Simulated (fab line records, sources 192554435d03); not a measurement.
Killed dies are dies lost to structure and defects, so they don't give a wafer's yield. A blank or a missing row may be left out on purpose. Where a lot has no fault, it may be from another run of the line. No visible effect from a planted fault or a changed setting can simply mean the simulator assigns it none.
Which tool is to blame?	flow n5Finfet	24 lots with 72 wafers sampled at 6 steps, on a route of 1938 steps

## WHAT EACH GAUGE READ, for each wafer
N5_BEOL_M6_CD_MEAS_11 targets a cd of 38.5 nm.
lot	measured	on	cdNm (nm)
L074	day 8 19:22	cdSem-02	39.2 38.8 39.1
L076	day 9 08:25	cdSem-01	38.7 38.8 38.2
L075	day 10 02:38	cdSem-01	38.0 38.3 38.6
L078	day 10 06:58	cdSem-02	38.9 38.5 38.9
L077	day 10 14:52	cdSem-02	39.0 38.9 39.1
L083	day 11 07:30	cdSem-02	38.3 38.7 37.9
L079	day 11 08:08	cdSem-02	38.6 38.2 38.2
L081	day 11 11:38	cdSem-01	38.3 37.7 37.9
L080	day 11 13:59	cdSem-01	38.3 38.7 38.1
L082	day 12 01:10	cdSem-02	39.6 38.9 39.1
L084	day 12 01:29	cdSem-03	38.1 38.4 38.5
L087	day 12 04:37	cdSem-03	38.8 38.7 38.9
L085	day 12 15:48	cdSem-02	38.5 39.8 38.8
L086	day 12 21:19	cdSem-03	38.4 38.5 38.3
L090	day 13 01:31	cdSem-02	39.2 39.1 38.7
L088	day 13 06:20	cdSem-02	38.6 37.8 38.7
L089	day 13 11:40	cdSem-03	39.0 38.9 38.6
L091	day 14 02:26	cdSem-03	38.7 38.6 38.4
L092	day 14 02:46	cdSem-01	38.0 38.2 38.8
L093	day 14 08:08	cdSem-02	38.9 39.3 39.1
L096	day 14 10:43	cdSem-03	38.9 38.7 38.9
L094	day 14 13:30	cdSem-03	37.9 37.8 38.4
L095	day 14 16:37	cdSem-03	38.1 38.7 38.3
L097	day 15 11:37	cdSem-01	38.9 38.3 38.6

N5_BEOL_M6_CD_MEAS_28 targets a cd of 40 nm.
lot	measured	on	cdNm (nm)
L074	day 9 00:07	cdSem-01	39.95 39.90 39.62
L076	day 9 10:01	cdSem-01	40.01 40.16 39.74
L075	day 10 04:48	cdSem-01	40.37 40.15 39.87
L078	day 10 08:29	cdSem-01	40.09 39.77 40.11
L077	day 10 16:43	cdSem-01	40.12 39.54 39.93
L083	day 11 09:39	cdSem-03	39.83 39.98 39.71
L079	day 11 09:49	cdSem-01	40.01 40.27 40.23
L081	day 11 12:43	cdSem-01	39.97 39.75 39.88
L080	day 11 15:43	cdSem-01	40.19 40.27 40.37
L082	day 12 05:14	cdSem-01	40.21 40.17 40.12
L084	day 12 05:17	cdSem-03	39.94 40.18 40.22
L087	day 12 06:04	cdSem-01	39.99 40.08 40.11
L085	day 12 16:47	cdSem-02	39.89 40.25 39.96
L086	day 13 00:29	cdSem-03	39.86 39.94 40.02
L090	day 13 05:00	cdSem-02	40.00 40.18 40.10
L088	day 13 07:12	cdSem-01	40.16 40.18 39.74
L089	day 13 14:12	cdSem-02	40.16 40.31 40.17
L091	day 14 04:45	cdSem-01	39.81 39.58 39.96
L092	day 14 07:33	cdSem-02	40.22 40.18 40.01
L093	day 14 08:59	cdSem-03	40.20 40.18 40.33
L096	day 14 12:24	cdSem-02	40.26 39.83 39.92
L094	day 14 14:29	cdSem-03	40.30 40.26 40.17
L095	day 14 18:37	cdSem-03	40.05 40.22 40.17
L097	day 15 12:36	cdSem-01	40.03 39.95 40.08

N5_BEOL_M6_OCD_MEAS_38.
lot	measured	on	trenchDepthNm (nm)
L074	day 9 00:42	ocd-01	96.2 94.7 95.0
L076	day 9 10:57	ocd-01	96.2 94.7 94.7
L075	day 10 05:21	ocd-02	94.9 95.7 94.4
L078	day 10 09:04	ocd-01	95.7 94.9 95.3
L077	day 10 17:16	ocd-02	93.5 93.8 91.9
L083	day 11 10:12	ocd-01	94.5 95.3 95.4
L079	day 11 10:22	ocd-02	92.9 94.1 91.6
L081	day 11 13:16	ocd-01	93.9 94.3 94.2
L080	day 11 16:19	ocd-01	94.6 93.7 93.7
L082	day 12 06:08	ocd-01	93.6 96.6 94.6
L084	day 12 06:16	ocd-02	94.0 93.5 94.6
L087	day 12 06:46	ocd-02	94.6 94.9 95.3
L085	day 12 17:24	ocd-01	96.0 95.0 94.8
L086	day 13 01:21	ocd-02	95.9 94.0 93.2
L090	day 13 05:33	ocd-01	95.0 94.7 94.3
L088	day 13 07:51	ocd-02	93.8 94.0 96.3
L089	day 13 14:45	ocd-01	92.8 93.3 95.0
L091	day 14 05:17	ocd-01	97.7 94.5 96.9
L092	day 14 08:13	ocd-01	96.0 94.1 94.4
L093	day 14 09:32	ocd-02	92.4 94.6 92.7
L096	day 14 13:18	ocd-02	95.9 94.3 96.2
L094	day 14 15:12	ocd-01	96.4 94.8 95.2
L095	day 14 19:22	ocd-02	95.1 93.7 95.4
L097	day 15 13:09	ocd-01	94.2 93.7 95.1

## WHICH TOOL RAN EACH LOT (tool, then ch and the chambers of the sampled wafers, then the start)
lot	N5_BEOL_M6_STRIP_19	N5_BEOL_M6_ETCH_65	N5_BEOL_M6_ETCH_41
L074	rieDiel-06 ch 0,1,2, day 8 19:54	rieDiel-06 ch 0,3, day 9 00:20	rieDiel-06 ch 0,3, day 9 00:42 or earlier
L076	rieDiel-06 ch 1,2,3, day 9 08:54	rieDiel-06 ch 0,1,3, day 9 10:35	rieDiel-06 ch 0,1,3, day 9 10:57 or earlier
L075	rieDiel-03 ch 0,1,3, day 10 03:13	rieDiel-06 ch 0,3, day 10 04:58	rieDiel-06 ch 0,3, day 10 05:21 or earlier
L078	rieDiel-01 ch 0,1, day 10 07:29	rieDiel-01 ch 0,2, day 10 08:42	rieDiel-01 ch 0,2, day 10 09:04 or earlier
L077	rieDiel-01 ch 1,2, day 10 15:20	rieDiel-03 ch 0,1, day 10 16:54	rieDiel-03 ch 0,1, day 10 17:16 or earlier
L083	rieDiel-03 ch 0,1, day 11 08:02	rieDiel-01 ch 1,2,3, day 11 09:49	rieDiel-01 ch 1,2,3, day 11 10:12 or earlier
L079	rieDiel-03 ch 1,2, day 11 08:50	rieDiel-03 ch 0,2, day 11 09:59	rieDiel-03 ch 0,2, day 11 10:22 or earlier
L081	rieDiel-03 ch 0,2, day 11 12:09	rieDiel-01 ch 2,3, day 11 12:53	rieDiel-01 ch 2,3, day 11 13:16 or earlier
L080	rieDiel-03 ch 0,2, day 11 14:28	rieDiel-03 ch 0,1,2, day 11 15:56	rieDiel-03 ch 0,1,2, day 11 16:19 or earlier
L082	rieDiel-01 ch 0,1, day 12 01:44	rieDiel-01 ch 0,2,3, day 12 05:45	rieDiel-01 ch 0,2,3, day 12 06:08 or earlier
L084	rieDiel-01 ch 0,2, day 12 02:16	rieDiel-06 ch 0,3, day 12 05:53	rieDiel-06 ch 0,3, day 12 06:16 or earlier
L087	rieDiel-03 ch 2,3, day 12 05:31	rieDiel-06 ch 0,2, day 12 06:23	rieDiel-06 ch 0,2, day 12 06:46 or earlier
L085	rieDiel-01 ch 0,3, day 12 16:17	rieDiel-01 ch 0,3, day 12 17:01	rieDiel-01 ch 0,3, day 12 17:24 or earlier
L086	rieDiel-03 ch 0,1, day 12 22:07	rieDiel-03 ch 0,2, day 13 00:58	rieDiel-03 ch 0,2, day 13 01:21 or earlier
L090	rieDiel-03 ch 0,1,2, day 13 02:31	rieDiel-01 ch 0,1,3, day 13 05:10	rieDiel-01 ch 0,1,3, day 13 05:33 or earlier
L088	rieDiel-03 ch 0,1,2, day 13 06:49	rieDiel-03 ch 0,1,2, day 13 07:28	rieDiel-03 ch 0,1,2, day 13 07:51 or earlier
L089	rieDiel-03 ch 0,1,2, day 13 12:08	rieDiel-03 ch 0,1,2, day 13 14:23	rieDiel-03 ch 0,1,2, day 13 14:45 or earlier
L091	rieDiel-01 ch 1,2,3, day 14 03:02	rieDiel-03 ch 0,1, day 14 04:55	rieDiel-03 ch 0,1, day 14 05:17 or earlier
L092	rieDiel-01 ch 0,1,2, day 14 03:14	rieDiel-06 ch 0,1,3, day 14 07:50	rieDiel-06 ch 0,1,3, day 14 08:13 or earlier
L093	rieDiel-06 ch 0,1,2, day 14 08:37	rieDiel-06 ch 0,2,3, day 14 09:10	rieDiel-06 ch 0,2,3, day 14 09:32 or earlier
L096	rieDiel-03 ch 1,3, day 14 11:11	rieDiel-01 ch 1,3, day 14 12:55	rieDiel-01 ch 1,3, day 14 13:18 or earlier
L094	rieDiel-06 ch 2,3, day 14 13:59	rieDiel-01 ch 0,1,3, day 14 14:50	rieDiel-01 ch 0,1,3, day 14 15:12 or earlier
L095	rieDiel-01 ch 0,1,2, day 14 17:06	rieDiel-01 ch 0,1,2, day 14 18:59	rieDiel-01 ch 0,1,2, day 14 19:22 or earlier
L097	rieDiel-06 ch 0,2, day 15 12:05	rieDiel-06 ch 0,3, day 15 12:46	rieDiel-06 ch 0,3, day 15 13:09 or earlier
- N5_BEOL_M6_STRIP_19: strips in O2.
- N5_BEOL_M6_ETCH_65: etches SiARC in CF4, target depth 15.6 nm, time 26 s.
- N5_BEOL_M6_ETCH_41: etches SiCN in CH3F/O2, target depth 29.7 nm, time 52 s.

## WHAT THE TOOLS THEMSELVES READ (means of the sampled wafers that have a number; where no wafer has one, the mark that the record gives instead)
N5_BEOL_M6_STRIP_19.
lot	tool	drypumpMotorCurrentA (A)	oesProductAu (a.u.)	rfVppV (V)	showerheadPlenumPTorr (Torr)	tempC (C)	throttleValvePct (%)
L074	rieDiel-06	6.1	0.78	3.5	2.08	39.97	16.93
L076	rieDiel-06	6.0	0.79	2.7	2.08	40.05	16.84
L075	rieDiel-03	5.6	0.75	3.4	2.12	40.03	16.77
L078	rieDiel-01	5.5	0.82	3.3	2.09	39.98	16.52
L077	rieDiel-01	5.6	0.77	3.5	2.13	40.08	16.56
L083	rieDiel-03	5.9	0.76	3.3	2.18	39.97	16.85
L079	rieDiel-03	5.7	0.83	3.4	2.21	40.04	16.55
L081	rieDiel-03	5.9	0.73	3.7	2.17	40.01	17.01
L080	rieDiel-03	5.9	0.72	3.6	2.17	40.01	17.01
L082	rieDiel-01	5.5	0.80	3.4	2.08	39.95	16.57
L084	rieDiel-01	5.8	0.75	3.5	2.12	39.90	16.93
L087	rieDiel-03	5.3	0.72	3.2	2.05	39.97	16.91
L085	rieDiel-01	5.7	0.85	3.7	2.03	40.12	16.68
L086	rieDiel-03	5.9	0.95	3.7	2.18	40.14	16.57
L090	rieDiel-03	5.8	0.86	3.7	2.19	40.01	16.66
L088	rieDiel-03	5.8	0.86	3.8	2.19	40.14	16.66
L089	rieDiel-03	5.8	0.85	2.8	2.19	39.97	16.67
L091	rieDiel-01	5.8	0.77	3.9	2.10	39.98	16.55
L092	rieDiel-01	5.6	0.76	2.9	2.10	40.05	16.77
L093	rieDiel-06	6.1	0.74	3.4	2.06	40.05	17.02
L096	rieDiel-03	5.3	0.92	4.0	2.23	39.99	16.47
L094	rieDiel-06	5.9	0.76	3.7	2.09	39.95	16.82
L095	rieDiel-01	5.6	0.75	3.0	2.10	39.97	16.79
L097	rieDiel-06	6.5	0.70	3.3	2.07	40.13	17.12

N5_BEOL_M6_ETCH_65.
lot	tool	drypumpMotorCurrentA (A)	etchRfOnTimeS (s)	oesProductAu (a.u.)	rfFwdPowerW (W)	rfVppV (V)	showerheadPlenumPTorr (Torr)	throttleValvePct (%)
L074	rieDiel-06	5.6	26.0	0.67	531.5	184.3	2.15	15.62
L076	rieDiel-06	5.6	26.1	0.68	530.7	184.2	2.13	15.66
L075	rieDiel-06	5.6	25.9	0.66	533.8	184.3	2.15	15.63
L078	rieDiel-01	5.8	26.2	0.65	533.7	185.1	2.17	15.85
L077	rieDiel-03	5.9	26.2	0.69	532.8	185.0	2.25	15.55
L083	rieDiel-01	5.8	25.7	0.68	531.8	184.6	2.15	15.45
L079	rieDiel-03	5.7	25.9	0.65	531.4	184.4	2.22	15.87
L081	rieDiel-01	6.0	25.9	0.70	532.7	183.8	2.13	15.41
L080	rieDiel-03	5.8	26.3	0.66	533.0	184.5	2.23	15.71
L082	rieDiel-01	5.8	26.5	0.68	534.0	183.3	2.13	15.65
L084	rieDiel-06	5.7	25.9	0.65	532.6	183.2	2.14	15.66
L087	rieDiel-06	6.1	26.2	0.63	532.3	183.4	2.14	15.89
L085	rieDiel-01	5.6	25.8	0.72	533.5	183.2	2.09	15.68
L086	rieDiel-03	5.8	26.1	0.72	531.1	184.9	2.22	15.71
L090	rieDiel-01	5.7	25.6	0.70	531.9	183.6	2.11	15.48
L088	rieDiel-03	5.8	26.2	0.73	532.6	185.2	2.23	15.58
L089	rieDiel-03	5.8	26.1	0.73	531.9	185.0	2.22	15.58
L091	rieDiel-03	5.9	25.9	0.78	534.1	184.7	2.21	15.50
L092	rieDiel-06	5.7	25.8	0.65	531.3	182.9	2.12	15.74
L093	rieDiel-06	6.0	25.8	0.64	530.5	183.5	2.13	15.84
L096	rieDiel-01	5.7	25.6	0.68	531.1	183.5	2.12	15.32
L094	rieDiel-01	5.7	25.8	0.69	532.1	183.2	2.11	15.51
L095	rieDiel-01	5.6	25.6	0.65	532.0	184.4	2.14	15.74
L097	rieDiel-06	5.5	26.1	0.64	531.2	184.1	2.14	15.63

N5_BEOL_M6_ETCH_41.
lot	tool	drypumpMotorCurrentA (A)	oesProductAu (a.u.)	rfFwdPowerW (W)	rfVppV (V)	showerheadPlenumPTorr (Torr)	throttleValvePct (%)
L074	rieDiel-06	5.6	0.78	389.4	297.2	2.01	16.31
L076	rieDiel-06	5.6	0.80	388.2	296.9	1.99	16.37
L075	rieDiel-06	5.6	0.78	389.0	297.8	2.01	16.33
L078	rieDiel-01	5.8	0.76	392.2	298.1	2.03	16.54
L077	rieDiel-03	5.9	0.81	392.0	299.0	2.10	16.24
L083	rieDiel-01	5.8	0.78	392.1	297.4	2.01	16.15
L079	rieDiel-03	5.8	0.75	391.2	299.0	2.08	16.55
L081	rieDiel-01	6.0	0.81	392.8	297.9	1.99	16.10
L080	rieDiel-03	5.8	0.78	390.7	299.1	2.09	16.41
L082	rieDiel-01	5.8	0.80	391.6	296.9	1.99	16.35
L084	rieDiel-06	5.6	0.76	388.4	297.3	2.00	16.37
L087	rieDiel-06	6.1	0.73	388.7	297.4	2.00	16.59
L085	rieDiel-01	5.6	0.84	391.0	296.6	1.95	16.37
L086	rieDiel-03	5.8	0.83	390.9	299.6	2.07	16.43
L090	rieDiel-01	5.7	0.82	392.0	296.8	1.97	16.18
L088	rieDiel-03	5.8	0.85	389.2	299.5	2.08	16.29
L089	rieDiel-03	5.8	0.86	390.9	298.7	2.08	16.28
L091	rieDiel-03	5.9	0.91	389.7	297.3	2.07	16.21
L092	rieDiel-06	5.6	0.76	389.7	297.9	1.98	16.46
L093	rieDiel-06	6.0	0.73	389.7	297.5	1.99	16.55
L096	rieDiel-01	5.7	0.79	392.0	297.5	1.98	16.01
L094	rieDiel-01	5.7	0.81	392.6	295.7	1.96	16.20
L095	rieDiel-01	5.6	0.76	392.2	297.2	2.00	16.44
L097	rieDiel-06	5.5	0.76	390.2	297.0	2.00	16.34

## THE ANSWER, worked out from the rows above alone
Rule: usual is defined by the lots themselves. Put in order of their means at a reading, lots are off if they are a third of the lots or fewer, leave a main group of 4 or more, and stand apart from it by a gap of 3 or more times the standard deviation of the main group's means; of several such gaps the widest counts. The tables above print the reading to a certain number of digits; a main group whose means all agree to those digits is not used. A lot without any number at a reading at which 4 lots or more have one is off too. All remaining lots with rows at the step are treated as sound. After the gauges, taken in route order, come the tools' own readings; for these a lot's mean is taken, as printed above. At the first step where some lot is off, the reading lying furthest off is the one used; lots without a number count as furthest.
No lot is off at any reading shown: from this, nothing can be told.

## WHAT THE SIMULATOR HAD INSERTED
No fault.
